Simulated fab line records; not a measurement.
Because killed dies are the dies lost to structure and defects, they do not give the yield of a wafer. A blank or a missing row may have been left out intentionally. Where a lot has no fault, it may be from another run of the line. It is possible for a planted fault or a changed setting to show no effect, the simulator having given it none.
Matching of chambers | flow n5-finfet | N5_FIN_CUT_CUT_ETCH_28 on rie-si-03 has 4 sister chambers
The step etches Si in HBr/Cl2/O2, target depth 6 nm, time 2.4 s. 8 wafers are shown with their chamber, then 12 later ones without.

## EACH WAFER AND ITS CHAMBER
wafer  | chamber | drypump-motor-current-A (A) | oes-product-au (a.u.)
L083.3 | 1       | 5.43                        | 0.975
L084.6 | 1       | 5.48                        | 0.973
L088.4 | 2       | 5.26                        | 0.994
L089.1 | 2       | 5.24                        | 0.992
L089.6 | 0       | 5.45                        | 0.999
L091.4 | 3       | 4.95                        | 1.000
L091.5 | 3       | 4.97                        | 1.005
L091.6 | 0       | 5.46                        | 0.998

## WAFERS MISSING THEIR CHAMBER
wafer  | drypump-motor-current-A (A) | oes-product-au (a.u.)
L092.1 | 5.41                        | 0.979
L092.3 | 5.24                        | 0.993
L092.4 | 5.47                        | 1.000
L093.1 | 5.41                        | 0.976
L093.2 | 5.43                        | 0.997
L093.5 | 5.41                        | 0.979
L094.1 | 5.46                        | 1.002
L094.3 | 5.26                        | 0.992
L094.5 | 4.96                        | 1.002
L095.4 | 5.26                        | 0.996
L095.5 | 5.25                        | 0.996
L095.6 | 5.44                        | 0.977

## CHAMBER TAKEN BY EACH
wafer  | from the rows above | in truth
L092.1 | 1                   | 1
L092.3 | 2                   | 2
L092.4 | 0                   | 0
L093.1 | 1                   | 1
L093.2 | 0                   | 0
L093.5 | 1                   | 1
L094.1 | 0                   | 0
L094.3 | 2                   | 2
L094.5 | 3                   | 3
L095.4 | 2                   | 2
L095.5 | 2                   | 2
L095.6 | 1                   | 1
Correct placement for 12 of the 12. Number that these rows cannot place: 0. 0 placed wrongly.
How it was worked out, from the rows above alone: a wafer's distance from a chamber is the root of the sum, over the readings, of the square of ((its reading less the chamber's mean) divided by the reading's scatter). The wafer belongs to the nearest chamber; if the next one is less than 2 further off, it can't be placed. The mean given for a chamber averages the wafers shown for that chamber. The scatter: the root of (the sum of the squares of (reading less its chamber's mean) over the shown wafers, divided by (wafers less chambers)).
